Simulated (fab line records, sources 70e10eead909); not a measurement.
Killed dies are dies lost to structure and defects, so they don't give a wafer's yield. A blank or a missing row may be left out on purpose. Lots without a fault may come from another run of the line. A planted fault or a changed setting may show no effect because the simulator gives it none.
Which tool did it? | flow nand_harc | 22 lots, 66 wafers sampled, at 6 steps of a route of 1302

WHAT THE GAUGES READ, wafer by wafer
The record holds no reading of a measuring or inspecting step that can be judged against a usual standard deviation.

WHICH TOOL RAN EACH LOT (tool, then ch and the chambers of the sampled wafers, then the start)
lot  | NHARC_A_STAIRCASE_ETCH_17      | NHARC_A_STAIRCASE_TRIM_18      | NHARC_A_STAIRCASE_ETCH_25      | NHARC_A_STAIRCASE_TRIM_26      | NHARC_A_STAIRCASE_TRIM_198     | NHARC_A_STAIRCASE_TRIM_202
L074 | rie_diel-09 ch 1,2, no start   | rie_diel-09 ch 0,2,3, no start | rie_diel-09 ch 2,3, no start   | rie_diel-09 ch 0,2,3, no start | rie_diel-13 ch 0,2,3, no start | rie_diel-13 ch 0,1, no start
L075 | rie_diel-09 ch 0,1, no start   | rie_diel-09 ch 1,2, no start   | rie_diel-09 ch 2,3, no start   | rie_diel-09 ch 2,3, no start   | rie_diel-09 ch 0,2,3, no start | rie_diel-09 ch 1,2,3, no start
L076 | rie_diel-06 ch 0,1,3, no start | rie_diel-06 ch 0,1,2, no start | rie_diel-09 ch 0,1, no start   | rie_diel-09 ch 0,2,3, no start | rie_diel-06 ch 1,2, no start   | rie_diel-06 ch 0,3, no start
L077 | rie_diel-09 ch 0,1, no start   | rie_diel-09 ch 0,1,3, no start | rie_diel-13 ch 0,1,2, no start | rie_diel-13 ch 0,1,3, no start | rie_diel-09 ch 1,2,3, no start | rie_diel-09 ch 0,3, no start
L078 | rie_diel-06 ch 0,2,3, no start | rie_diel-06 ch 0,3, no start   | rie_diel-13 ch 0,1,2, no start | rie_diel-13 ch 0,1,2, no start | rie_diel-06 ch 1,3, no start   | rie_diel-06 ch 0,2, no start
L080 | rie_diel-09 ch 0,3, no start   | rie_diel-09 ch 0,1,2, no start | rie_diel-06 ch 1,2,3, no start | rie_diel-06 ch 0,1,2, no start | rie_diel-09 ch 1,3, no start   | rie_diel-09 ch 0,1,3, no start
L079 | rie_diel-13 ch 1,2, no start   | rie_diel-13 ch 0,1, no start   | rie_diel-13 ch 0,1,2, no start | rie_diel-13 ch 0,1,3, no start | rie_diel-13 ch 0,3, no start   | rie_diel-13 ch 0,2,3, no start
L081 | rie_diel-13 ch 2,3, no start   | rie_diel-13 ch 0,2, no start   | rie_diel-13 ch 0,2,3, no start | rie_diel-13 ch 0,1, no start   | rie_diel-13 ch 0,2, no start   | rie_diel-13 ch 1,3, no start
L082 | rie_diel-13 ch 0,1,3, no start | rie_diel-13 ch 0,2, no start   | rie_diel-06 ch 0,2,3, no start | rie_diel-06 ch 0,2, no start   | rie_diel-09 ch 0,2,3, no start | rie_diel-09 ch 0,1,2, no start
L083 | rie_diel-09 ch 2,3, no start   | rie_diel-09 ch 0,2,3, no start | rie_diel-09 ch 1,2,3, no start | rie_diel-09 ch 1,2,3, no start | rie_diel-09 ch 2,3, no start   | rie_diel-09 ch 1,3, no start
L084 | rie_diel-06 ch 1,2, no start   | rie_diel-06 ch 0,1,2, no start | rie_diel-06 ch 1,3, no start   | rie_diel-06 ch 0,2,3, no start | rie_diel-09 ch 1,2,3, no start | rie_diel-09 ch 1,2,3, no start
L086 | rie_diel-09 ch 1,2, no start   | rie_diel-09 ch 1,2,3, no start | rie_diel-13 ch 0,2,3, no start | rie_diel-13 ch 1,2,3, no start | rie_diel-09 ch 0,1,3, no start | rie_diel-09 ch 0,1,2, no start
L085 | rie_diel-09 ch 2,3, no start   | rie_diel-09 ch 1,2,3, no start | rie_diel-09 ch 2,3, no start   | rie_diel-09 ch 0,3, no start   | rie_diel-06 ch 2,3, no start   | rie_diel-06 ch 0,3, no start
L087 | rie_diel-09 ch 0,1,2, no start | rie_diel-09 ch 0,1,2, no start | rie_diel-09 ch 0,2,3, no start | rie_diel-09 ch 2,3, no start   | rie_diel-06 ch 1,2,3, no start | rie_diel-06 ch 0,1,3, no start
L088 | rie_diel-06 ch 0,2,3, no start | rie_diel-06 ch 1,2,3, no start | rie_diel-06 ch 0,1,3, no start | rie_diel-06 ch 0,2, no start   | rie_diel-13 ch 0,2,3, no start | rie_diel-13 ch 1,3, no start
L089 | rie_diel-06 ch 0,2,3, no start | rie_diel-06 ch 0,1, no start   | rie_diel-09 ch 0,1,3, no start | rie_diel-09 ch 1,2, no start   | rie_diel-06 ch 2,3, no start   | rie_diel-06 ch 0,1, no start
L091 | rie_diel-06 ch 1,2,3, no start | rie_diel-06 ch 0,1,2, no start | rie_diel-13 ch 2,3, no start   | rie_diel-13 ch 0,1, no start   | rie_diel-06 ch 1,3, no start   | rie_diel-06 ch 0,1,3, no start
L093 | rie_diel-09 ch 0,1, no start   | rie_diel-09 ch 1,3, no start   | rie_diel-06 ch 0,1,3, no start | rie_diel-06 ch 0,2, no start   | rie_diel-09 ch 0,3, no start   | rie_diel-09 ch 0,2,3, no start
L094 | rie_diel-06 ch 0,1,2, no start | rie_diel-06 ch 0,3, no start   | rie_diel-09 ch 0,1,2, no start | rie_diel-09 ch 0,2,3, no start | rie_diel-09 ch 1,2, no start   | rie_diel-09 ch 0,3, no start
L095 | rie_diel-09 ch 1,2, no start   | rie_diel-09 ch 1,2, no start   | rie_diel-09 ch 0,1,3, no start | rie_diel-09 ch 0,1,3, no start | rie_diel-06 ch 0,1,3, no start | rie_diel-06 ch 0,2, no start
L096 | rie_diel-09 ch 1,2,3, no start | rie_diel-09 ch 0,1, no start   | rie_diel-09 ch 1,3, no start   | rie_diel-09 ch 0,2,3, no start | rie_diel-13 ch 0,1,2, no start | rie_diel-13 ch 1,2, no start
L097 | rie_diel-13 ch 0,1,2, no start | rie_diel-13 ch 1,2,3, no start | rie_diel-13 ch 1,2,3, no start | rie_diel-13 ch 1,2,3, no start | rie_diel-06 ch 1,2,3, no start | rie_diel-06 ch 2,3, no start
- NHARC_A_STAIRCASE_ETCH_17: etches the open film in C4F8/O2, target depth 100 nm, time 40.5 s.
- NHARC_A_STAIRCASE_TRIM_18: chemistry O2, time 211.2 s.
- NHARC_A_STAIRCASE_ETCH_25: etches the open film in C4F8/O2, target depth 100 nm, time 40.5 s.
- NHARC_A_STAIRCASE_TRIM_26: chemistry O2, time 211.2 s.
- NHARC_A_STAIRCASE_TRIM_198: chemistry O2, time 211.2 s.
- NHARC_A_STAIRCASE_TRIM_202: chemistry O2, time 211.2 s.

WHAT THE TOOLS THEMSELVES READ (means of the sampled wafers that have a number; where no wafer has one, the mark that the record gives instead)
NHARC_A_STAIRCASE_ETCH_17.
lot  | tool        | bias_w (W) | oes_product_au (a.u.) | rf_vpp_V (V)
L074 | rie_diel-09 | 999        | 0.956                 | 902
L075 | rie_diel-09 | 1001       | 0.948                 | 899
L076 | rie_diel-06 | 998        | 0.936                 | 897
L077 | rie_diel-09 | 1001       | 0.947                 | 899
L078 | rie_diel-06 | 1000       | 0.945                 | 898
L080 | rie_diel-09 | 999        | 0.954                 | 893
L079 | rie_diel-13 | 1003       | 0.946                 | 898
L081 | rie_diel-13 | 1003       | 0.928                 | 893
L082 | rie_diel-13 | 1000       | 0.938                 | 896
L083 | rie_diel-09 | 999        | 0.942                 | 888
L084 | rie_diel-06 | 1000       | 0.939                 | 900
L086 | rie_diel-09 | 1005       | 0.938                 | 902
L085 | rie_diel-09 | 996        | 0.934                 | 892
L087 | rie_diel-09 | 998        | 0.952                 | 899
L088 | rie_diel-06 | 1000       | 0.944                 | 897
L089 | rie_diel-06 | 999        | 0.935                 | 898
L091 | rie_diel-06 | 999        | 0.931                 | 897
L093 | rie_diel-09 | 997        | 0.939                 | 901
L094 | rie_diel-06 | 999        | 0.949                 | 899
L095 | rie_diel-09 | 999        | 0.945                 | 898
L096 | rie_diel-09 | 998        | 0.950                 | 902
L097 | rie_diel-13 | 1001       | 0.943                 | 900

NHARC_A_STAIRCASE_TRIM_18.
lot  | tool        | drypump_motor_current_A (A) | oes_product_au (a.u.) | rf_vpp_V (V) | showerhead_plenum_p_Torr (Torr) | throttle_valve_pct (%)
L074 | rie_diel-09 | 5.7                         | 1.002                 | 58.0         | 3.44                            | 17.038
L075 | rie_diel-09 | 6.1                         | 1.011                 | 57.5         | 3.61                            | 17.029
L076 | rie_diel-06 | 5.7                         | 0.992                 | 57.4         | 3.64                            | 17.041
L077 | rie_diel-09 | 5.6                         | 1.009                 | 56.9         | 3.53                            | 17.039
L078 | rie_diel-06 | 6.3                         | 1.002                 | 57.9         | 3.50                            | 17.040
L080 | rie_diel-09 | 5.6                         | 1.020                 | 58.6         | 3.60                            | 17.044
L079 | rie_diel-13 | 5.3                         | 1.000                 | 58.5         | 3.63                            | 17.046
L081 | rie_diel-13 | 5.1                         | 0.994                 | 58.3         | 3.67                            | 17.035
L082 | rie_diel-13 | 5.1                         | 1.006                 | 57.0         | 3.67                            | 17.034
L083 | rie_diel-09 | 5.7                         | 0.997                 | 57.4         | 3.42                            | 17.037
L084 | rie_diel-06 | 5.6                         | 1.004                 | 57.9         | 3.63                            | 17.035
L086 | rie_diel-09 | 6.0                         | 1.013                 | 57.2         | 3.51                            | 17.028
L085 | rie_diel-09 | 6.0                         | 1.002                 | 58.7         | 3.51                            | 17.034
L087 | rie_diel-09 | 5.6                         | 1.001                 | 58.4         | 3.59                            | 17.030
L088 | rie_diel-06 | 5.9                         | 0.985                 | 57.3         | 3.60                            | 17.041
L089 | rie_diel-06 | 5.9                         | 1.005                 | 57.7         | 3.55                            | 17.037
L091 | rie_diel-06 | 5.6                         | 1.005                 | 58.1         | 3.61                            | 17.041
L093 | rie_diel-09 | 5.9                         | 1.022                 | 59.0         | 3.79                            | 17.039
L094 | rie_diel-06 | 6.0                         | 1.007                 | 57.0         | 3.49                            | 17.034
L095 | rie_diel-09 | 5.9                         | 1.013                 | 58.3         | 3.66                            | 17.038
L096 | rie_diel-09 | 5.5                         | 1.004                 | 58.0         | 3.67                            | 17.030
L097 | rie_diel-13 | 5.6                         | 0.989                 | 57.9         | 3.50                            | 17.038

NHARC_A_STAIRCASE_ETCH_25.
lot  | tool        | bias_w (W) | oes_product_au (a.u.) | rf_vpp_V (V)
L074 | rie_diel-09 | 1003       | 0.954                 | 892
L075 | rie_diel-09 | 1000       | 0.951                 | 893
L076 | rie_diel-09 | 1002       | 0.951                 | 903
L077 | rie_diel-13 | 999        | 0.941                 | 900
L078 | rie_diel-13 | 1000       | 0.946                 | 901
L080 | rie_diel-06 | 1001       | 0.942                 | 899
L079 | rie_diel-13 | 1000       | 0.929                 | 900
L081 | rie_diel-13 | 998        | 0.932                 | 898
L082 | rie_diel-06 | 1002       | 0.945                 | 898
L083 | rie_diel-09 | 997        | 0.952                 | 895
L084 | rie_diel-06 | 997        | 0.948                 | 895
L086 | rie_diel-13 | 1001       | 0.934                 | 897
L085 | rie_diel-09 | 1004       | 0.939                 | 892
L087 | rie_diel-09 | 1001       | 0.950                 | 892
L088 | rie_diel-06 | 998        | 0.935                 | 896
L089 | rie_diel-09 | 1000       | 0.965                 | 902
L091 | rie_diel-13 | 999        | 0.954                 | 896
L093 | rie_diel-06 | 998        | 0.956                 | 895
L094 | rie_diel-09 | 999        | 0.954                 | 898
L095 | rie_diel-09 | 1001       | 0.950                 | 902
L096 | rie_diel-09 | 1002       | 0.956                 | 905
L097 | rie_diel-13 | 1000       | 0.940                 | 894

NHARC_A_STAIRCASE_TRIM_26.
lot  | tool        | drypump_motor_current_A (A) | oes_product_au (a.u.) | rf_vpp_V (V) | showerhead_plenum_p_Torr (Torr) | throttle_valve_pct (%)
L074 | rie_diel-09 | 5.7                         | 1.015                 | 57.1         | 3.44                            | 17.038
L075 | rie_diel-09 | 6.1                         | 1.013                 | 57.4         | 3.36                            | 17.031
L076 | rie_diel-09 | 5.7                         | 1.003                 | 57.4         | 3.44                            | 17.045
L077 | rie_diel-13 | 5.6                         | 1.003                 | 56.2         | 3.56                            | 17.047
L078 | rie_diel-13 | 5.2                         | 0.999                 | 57.8         | 3.66                            | 17.039
L080 | rie_diel-06 | 5.7                         | 1.001                 | 57.5         | 3.64                            | 17.045
L079 | rie_diel-13 | 5.6                         | 0.995                 | 58.0         | 3.56                            | 17.035
L081 | rie_diel-13 | 5.2                         | 0.999                 | 57.5         | 3.63                            | 17.026
L082 | rie_diel-06 | 5.4                         | 1.001                 | 58.4         | 3.69                            | 17.032
L083 | rie_diel-09 | 6.0                         | 1.005                 | 57.4         | 3.52                            | 17.041
L084 | rie_diel-06 | 5.8                         | 1.000                 | 58.0         | 3.59                            | 17.040
L086 | rie_diel-13 | 5.6                         | 0.997                 | 58.3         | 3.52                            | 17.025
L085 | rie_diel-09 | 5.6                         | 1.006                 | 57.6         | 3.34                            | 17.037
L087 | rie_diel-09 | 6.1                         | 1.002                 | 58.0         | 3.34                            | 17.030
L088 | rie_diel-06 | 5.4                         | 1.002                 | 58.2         | 3.68                            | 17.046
L089 | rie_diel-09 | 5.9                         | 1.021                 | 58.4         | 3.68                            | 17.036
L091 | rie_diel-13 | 5.3                         | 0.993                 | 58.1         | 3.61                            | 17.023
L093 | rie_diel-06 | 5.6                         | 1.005                 | 58.6         | 3.59                            | 17.036
L094 | rie_diel-09 | 5.7                         | 1.003                 | 57.5         | 3.59                            | 17.040
L095 | rie_diel-09 | 5.6                         | 0.999                 | 58.7         | 3.68                            | 17.032
L096 | rie_diel-09 | 5.7                         | 1.006                 | 57.7         | 3.58                            | 17.041
L097 | rie_diel-13 | 5.6                         | 0.991                 | 57.3         | 3.50                            | 17.028

NHARC_A_STAIRCASE_TRIM_198.
lot  | tool        | drypump_motor_current_A (A) | oes_product_au (a.u.) | rf_vpp_V (V) | showerhead_plenum_p_Torr (Torr) | throttle_valve_pct (%)
L074 | rie_diel-13 | 5.5                         | 0.995                 | 58.0         | 3.59                            | 17.045
L075 | rie_diel-09 | 5.7                         | 1.005                 | 57.6         | 3.44                            | 17.030
L076 | rie_diel-06 | 5.7                         | 0.998                 | 58.6         | 3.66                            | 17.028
L077 | rie_diel-09 | 6.0                         | 1.005                 | 57.6         | 3.53                            | 17.037
L078 | rie_diel-06 | 6.1                         | 1.008                 | 57.8         | 3.56                            | 17.032
L080 | rie_diel-09 | 5.9                         | 1.006                 | 57.9         | 3.45                            | 17.040
L079 | rie_diel-13 | 5.9                         | 0.990                 | 57.9         | 3.48                            | 17.041
L081 | rie_diel-13 | 5.1                         | 1.000                 | 58.2         | 3.70                            | 17.036
L082 | rie_diel-09 | 5.7                         | 1.008                 | 57.7         | 3.43                            | 17.033
L083 | rie_diel-09 | 6.1                         | 1.003                 | 58.1         | 3.34                            | 17.038
L084 | rie_diel-09 | 6.0                         | 1.005                 | 58.1         | 3.51                            | 17.045
L086 | rie_diel-09 | 5.6                         | 1.018                 | 57.8         | 3.52                            | 17.035
L085 | rie_diel-06 | 5.6                         | 0.999                 | 58.7         | 3.65                            | 17.030
L087 | rie_diel-06 | 5.8                         | 0.997                 | 58.0         | 3.60                            | 17.034
L088 | rie_diel-13 | 5.5                         | 1.000                 | 57.6         | 3.56                            | 17.029
L089 | rie_diel-06 | 5.6                         | 1.005                 | 57.6         | 3.65                            | 17.033
L091 | rie_diel-06 | 6.1                         | 1.002                 | 57.6         | 3.53                            | 17.034
L093 | rie_diel-09 | 5.3                         | 1.014                 | 57.9         | 3.60                            | 17.030
L094 | rie_diel-09 | 6.1                         | 1.009                 | 57.6         | 3.57                            | 17.035
L095 | rie_diel-06 | 6.1                         | 1.010                 | 57.2         | 3.51                            | 17.041
L096 | rie_diel-13 | 5.2                         | 0.988                 | 57.5         | 3.62                            | 17.035
L097 | rie_diel-06 | 5.9                         | 1.000                 | 57.2         | 3.58                            | 17.047

NHARC_A_STAIRCASE_TRIM_202.
lot  | tool        | drypump_motor_current_A (A) | oes_product_au (a.u.) | rf_vpp_V (V) | showerhead_plenum_p_Torr (Torr) | throttle_valve_pct (%)
L074 | rie_diel-13 | 5.1                         | 1.000                 | 57.7         | 3.70                            | 17.032
L075 | rie_diel-09 | 6.0                         | 1.016                 | 57.8         | 3.53                            | 17.031
L076 | rie_diel-06 | 6.0                         | 0.990                 | 58.2         | 3.52                            | 17.043
L077 | rie_diel-09 | 5.3                         | 1.007                 | 57.7         | 3.44                            | 17.046
L078 | rie_diel-06 | 5.6                         | 0.994                 | 57.5         | 3.62                            | 17.036
L080 | rie_diel-09 | 5.6                         | 1.018                 | 58.3         | 3.53                            | 17.032
L079 | rie_diel-13 | 5.5                         | 0.994                 | 57.9         | 3.58                            | 17.041
L081 | rie_diel-13 | 6.1                         | 0.993                 | 58.0         | 3.43                            | 17.038
L082 | rie_diel-09 | 5.6                         | 1.014                 | 58.0         | 3.60                            | 17.029
L083 | rie_diel-09 | 5.9                         | 1.019                 | 57.2         | 3.44                            | 17.042
L084 | rie_diel-09 | 6.0                         | 1.009                 | 57.9         | 3.51                            | 17.040
L086 | rie_diel-09 | 5.6                         | 1.006                 | 58.3         | 3.59                            | 17.038
L085 | rie_diel-06 | 6.2                         | 1.003                 | 57.6         | 3.48                            | 17.042
L087 | rie_diel-06 | 6.1                         | 0.999                 | 58.2         | 3.52                            | 17.031
L088 | rie_diel-13 | 5.7                         | 0.998                 | 57.9         | 3.49                            | 17.035
L089 | rie_diel-06 | 5.9                         | 1.001                 | 58.6         | 3.56                            | 17.037
L091 | rie_diel-06 | 6.1                         | 1.005                 | 57.0         | 3.51                            | 17.031
L093 | rie_diel-09 | 5.7                         | 1.008                 | 58.2         | 3.59                            | 17.027
L094 | rie_diel-09 | 5.3                         | 1.003                 | 58.6         | 3.60                            | 17.038
L095 | rie_diel-06 | 5.4                         | 1.007                 | 57.8         | 3.67                            | 17.040
L096 | rie_diel-13 | 5.2                         | 0.995                 | 57.7         | 3.59                            | 17.039
L097 | rie_diel-06 | 6.0                         | 1.002                 | 57.6         | 3.54                            | 17.041

THE ANSWER, worked out from the rows above alone
Rule: what is usual is taken from the lots themselves. Put in order of their means at a reading, lots are off if they are a third of the lots or fewer, leave a main group of 4 or more, and stand apart from it by a gap of 3 or more times the standard deviation of the main group's means; of several such gaps the widest counts. A main group whose means are all the same, to the digits that the tables above print for the reading, isn't used. A lot without any number at a reading at which 4 lots or more have one is off too. The other lots that the step has rows for count as sound. The gauges are gone through in route order, then the tools' own readings, and for those a lot's mean is taken as printed above. The first step at which some lot is off is used, and at that step the reading that is off furthest; a lot without a number counts as furthest.
No lot is off at any reading shown: from this, nothing can be told.

WHAT THE SIMULATOR HAD PUT IN
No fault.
